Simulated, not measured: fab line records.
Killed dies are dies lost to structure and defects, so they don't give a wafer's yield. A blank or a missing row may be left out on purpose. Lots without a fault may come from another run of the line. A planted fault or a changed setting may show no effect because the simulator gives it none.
Chamber matching	flow nandHarc	pecvd-04 running NHARC_A_ONON_D2_DEP_33: 3 sister chambers
The step deposits SiO2, target thk 200 nm. 20 wafers are shown with their chamber, then 9 later ones without.

== WAFERS, EACH WITH ITS CHAMBER ==
wafer	chamber	throttleValvePct (%)	heaterPowerW (W)	susceptorTempC (C)
L811.2	2	15.1	586	400.15
L811.5	0	16.7	499	399.93
L811.6	2	15.5	595	399.71
L812.2	1	16.0	629	399.88
L812.3	2	15.4	588	400.10
L812.6	2	15.2	588	400.05
L814.3	2	15.2	652	399.92
L814.4	1	16.1	546	399.98
L814.6	0	16.9	433	399.80
L817.1	0	16.9	459	399.90
L817.3	2	15.3	721	400.18
L817.5	2	15.5	708	400.08
L820.1	0	16.7	483	399.75
L820.3	1	16.3	511	399.99
L820.4	1	16.1	514	399.68
L821.3	0	16.9	438	399.96
L821.6	0	16.8	447	400.20
L829.2	0	16.4	541	400.02
L829.3	2	15.3	704	399.89
L829.6	0	16.5	402	399.97

SIGNATURES (averages over the wafers above)
reading	chamber 0	chamber 1	chamber 2	scatter within a chamber
throttleValvePct	16.725	16.125	15.312	0.163
heaterPowerW	462.75	550.00	642.75	53.2
susceptorTempC	399.9412	399.8825	400.0100	0.148
Rule: a wafer's distance from a chamber is the root of the sum, over the readings, of the square of ((its reading less the chamber's mean) divided by the reading's scatter). If the next closest chamber is less than 2 further off than the closest, the wafer can't be placed; otherwise it belongs to the closest. The scatter: the root of (the sum of the squares of (reading less its chamber's mean) over the shown wafers, divided by (wafers less chambers)).

== WAFERS WHOSE CHAMBER IS MISSING ==
wafer	throttleValvePct (%)	heaterPowerW (W)	susceptorTempC (C)
L832.3	15.2	566	399.82
L832.5	16.6	470	400.21
L832.6	15.5	578	400.45
L830.1	15.7	487	400.32
L830.3	16.5	506	400.09
L830.4	16.7	527	399.87
L833.1	15.4	673	400.10
L833.3	16.6	426	399.94
L833.4	15.2	660	399.72

== THE CHAMBER EACH PASSED THROUGH ==
wafer	from the rows above	in truth
L832.3	2	2
L832.5	can't be placed: 0 or 1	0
L832.6	2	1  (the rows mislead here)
L830.1	can't be placed: 1 or 2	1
L830.3	can't be placed: 0 or 1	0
L830.4	0	0
L833.1	2	2
L833.3	0	0
L833.4	2	2
Placed correctly: 5 of 9. Cannot be placed on the basis of these rows: 3; the candidates contain the true chamber in 3. Number placed wrongly: 1.
